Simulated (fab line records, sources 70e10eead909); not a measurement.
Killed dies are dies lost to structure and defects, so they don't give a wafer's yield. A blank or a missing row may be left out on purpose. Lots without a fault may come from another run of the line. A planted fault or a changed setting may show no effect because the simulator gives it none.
Which tool did it? | flow nand_harc | 10 lots, 30 wafers sampled, at 2 steps of a route of 1302

WHAT THE GAUGES READ, wafer by wafer
NHARC_P_GATE_INSPECT_28.
lot  | measured     | on                | raw_defect_count
L798 | day 5 17:26  | defect_inspect-02 | 6 6 2
L802 | day 7 10:38  | defect_inspect-01 | 6 10 5
L804 | day 8 04:23  | defect_inspect-02 | 8 10 5
L807 | day 9 12:49  | defect_inspect-01 | 12 9 9
L808 | day 9 22:23  | defect_inspect-02 | 4 7 7
L810 | day 11 02:37 | defect_inspect-01 | 297 289 279
L811 | day 11 02:47 | defect_inspect-01 | 279 304 308
L812 | day 11 19:34 | defect_inspect-01 | 5 5 3
L817 | day 13 20:50 | defect_inspect-02 | 7 10 3
L819 | day 14 18:13 | defect_inspect-01 | 10 3 8

WHICH TOOL RAN EACH LOT (tool, then ch and the chambers of the sampled wafers, then the start)
lot  | NHARC_P_GATE_CVD_17
L798 | lpcvd_poly-02 ch 0, day 5 11:55
L802 | lpcvd_poly-02 ch 0, day 7 06:43
L804 | lpcvd_poly-04 ch 0, day 7 22:41
L807 | lpcvd_poly-01 ch 0, day 9 08:46
L808 | lpcvd_poly-01 ch 0, day 9 16:03
L810 | lpcvd_poly-01 ch 0, day 10 22:31
L811 | lpcvd_poly-01 ch 0, day 10 22:31
L812 | lpcvd_poly-02 ch 0, day 11 13:06
L817 | lpcvd_poly-02 ch 0, day 13 13:20
L819 | lpcvd_poly-04 ch 0, day 14 12:30
- NHARC_P_GATE_CVD_17: deposits poly-Si, target thk 150 nm, time 900 s.

THE ANSWER, worked out from the rows above alone
Rule: what is usual is taken from the lots themselves. Put in order of their means at a reading, lots are off if they are a third of the lots or fewer, leave a main group of 4 or more, and stand apart from it by a gap of 3 or more times the standard deviation of the main group's means; of several such gaps the widest counts. A main group whose means are all the same, to the digits that the tables above print for the reading, isn't used. A lot without any number at a reading at which 4 lots or more have one is off too. The other lots that the step has rows for count as sound.
Off: L810, L811, at NHARC_P_GATE_INSPECT_28 (raw_defect_count). The main group: mean 7, standard deviation 1.7.
A tool fits if, at a process step before that reading, it ran every lot that is off, and no sound lot after the first of them. The gauges at NHARC_P_GATE_INSPECT_28 are tried like those tools. One fits: lpcvd_poly-01 at NHARC_P_GATE_CVD_17. Its last sound lot is L808 (day 9 16:03), its first lot that is off L810 (day 10 22:31): a fault that began between those two fits.

WHAT THE SIMULATOR HAD PUT IN
Chamber particle source: lpcvd_poly-01, from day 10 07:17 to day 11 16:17, at NHARC_P_GATE_CVD_17. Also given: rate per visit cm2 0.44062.
Lots struck among those shown: L810, L811. The rule above found the same.
